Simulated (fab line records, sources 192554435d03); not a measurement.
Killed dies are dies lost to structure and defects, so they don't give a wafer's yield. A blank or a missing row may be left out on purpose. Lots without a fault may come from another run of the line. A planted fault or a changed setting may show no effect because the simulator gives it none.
Tool commonality check | flow n5_finfet | 10 lots, 30 wafers sampled

WHY IT WAS OPENED
At N5_FIN_SAQP_CD_MEAS_16 the reading cd_nm is flagged on 2 of 10 lots. Wafers without a fault read 35.6 nm, standard deviation 0.34.
Rule: a lot is flagged when every wafer of it that has a number lies more than 4 standard deviations from that mean, or none has a number. The other lots count as sound.

lot  | measured    | on        | cd_nm (nm), wafer by wafer | flag
L666 | day 2 05:37 | cd_sem-01 | 35.1 34.8 35.0             |
L667 | day 2 10:16 | cd_sem-01 | 36.1 36.2 35.7             |
L670 | day 3 04:15 | cd_sem-02 | 35.4 35.0 35.1             |
L671 | day 3 10:05 | cd_sem-03 | 35.8 35.9 36.1             |
L672 | day 3 16:41 | cd_sem-02 | 35.5 35.3 35.6             |
L674 | day 4 04:13 | cd_sem-01 | 38.3 38.2 38.6             | FLAGGED
L675 | day 4 10:28 | cd_sem-02 | 38.0 38.6 38.2             | FLAGGED
L684 | day 6 15:54 | cd_sem-02 | 35.7 36.1 35.7             |
L687 | day 7 09:56 | cd_sem-01 | 35.9 35.6 35.4             |
L688 | day 7 15:53 | cd_sem-01 | 35.7 35.6 35.3             |
The numbers of the flagged lots are 38.3 nm on average: +2.7 nm against the usual, or +8 standard deviations.

WHICH TOOL RAN EACH LOT
The record holds 2 process steps before the reading, out of a route of 1938 steps. In each cell: the tool, then ch and the chambers that the sampled wafers went through, then the start.
lot  | flag    | N5_FIN_SAQP_PECVD_48           | N5_FIN_SAQP_PEB_14
L666 |         | pecvd-04 ch 1,2, day 2 05:01   | litho_track-03 ch 0, day 2 05:33
L667 |         | pecvd-01 ch 0,1,2, day 2 09:40 | litho_track-02 ch 0, day 2 10:12
L670 |         | pecvd-02 ch 0,1, day 3 03:44   | litho_track-03 ch 0, day 3 04:11
L671 |         | pecvd-01 ch 0,1,2, day 3 09:26 | litho_track-02 ch 0, day 3 10:01
L672 |         | pecvd-04 ch 1, day 3 16:02     | litho_track-02 ch 0, day 3 16:37
L674 | FLAGGED | pecvd-04 ch 0,1, day 4 03:40   | litho_track-03 ch 0, day 4 04:08
L675 | FLAGGED | pecvd-01 ch 0,2, day 4 09:50   | litho_track-03 ch 0, day 4 10:24
L684 |         | pecvd-04 ch 0,1, day 6 15:22   | litho_track-02 ch 0, day 6 15:50
L687 |         | pecvd-01 ch 0,1, day 7 09:19   | litho_track-04 ch 0, day 7 09:52
L688 |         | pecvd-04 ch 0,1, day 7 15:14   | litho_track-04 ch 0, day 7 15:48
What these steps do:
- N5_FIN_SAQP_PECVD_48: deposits SiNx from SiH4/NH3/N2, target thk 25 nm, time 22.1 s.
- N5_FIN_SAQP_PEB_14: peb time 60 s.
- N5_FIN_SAQP_CD_MEAS_16: target cd 35.6 nm.

FLAGGED OVER TOTAL, TOOL BY TOOL (the gauges that took the reading come last)
step                   | tool           | lots run | flagged | share of the flagged lots | sound lots run after its first flagged lot
N5_FIN_SAQP_PECVD_48   | pecvd-01       | 4        | 1       | some                      | 1 (L687)
N5_FIN_SAQP_PECVD_48   | pecvd-02       | 1        | 0       | none                      | -
N5_FIN_SAQP_PECVD_48   | pecvd-04       | 5        | 1       | some                      | 2 (L684,L688)
N5_FIN_SAQP_PEB_14     | litho_track-02 | 4        | 0       | none                      | -
N5_FIN_SAQP_PEB_14     | litho_track-03 | 4        | 2       | all                       | 0
N5_FIN_SAQP_PEB_14     | litho_track-04 | 2        | 0       | none                      | -
N5_FIN_SAQP_CD_MEAS_16 | cd_sem-01      | 5        | 1       | some                      | 2 (L687,L688)
N5_FIN_SAQP_CD_MEAS_16 | cd_sem-02      | 4        | 1       | some                      | 1 (L684)
N5_FIN_SAQP_CD_MEAS_16 | cd_sem-03      | 1        | 0       | none                      | -

WHAT THE TABLE ALLOWS
1 row of the table ran every flagged lot: litho_track-03 at N5_FIN_SAQP_PEB_14.
- litho_track-03 at N5_FIN_SAQP_PEB_14: 2 of its 4 lots flagged. Its last sound lot is L670 (day 3 04:11), its first flagged lot L674 (day 4 04:08): a fault that began between those two fits.
One tool is left: litho_track-03 at N5_FIN_SAQP_PEB_14.

WHAT THE SIMULATOR HAD PUT IN
Process parameter drift: litho_track-03, from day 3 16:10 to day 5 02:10, at N5_FIN_SAQP_PEB_14. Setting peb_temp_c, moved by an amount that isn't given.
Lots struck among those shown: L674, L675. The rule above found the same.
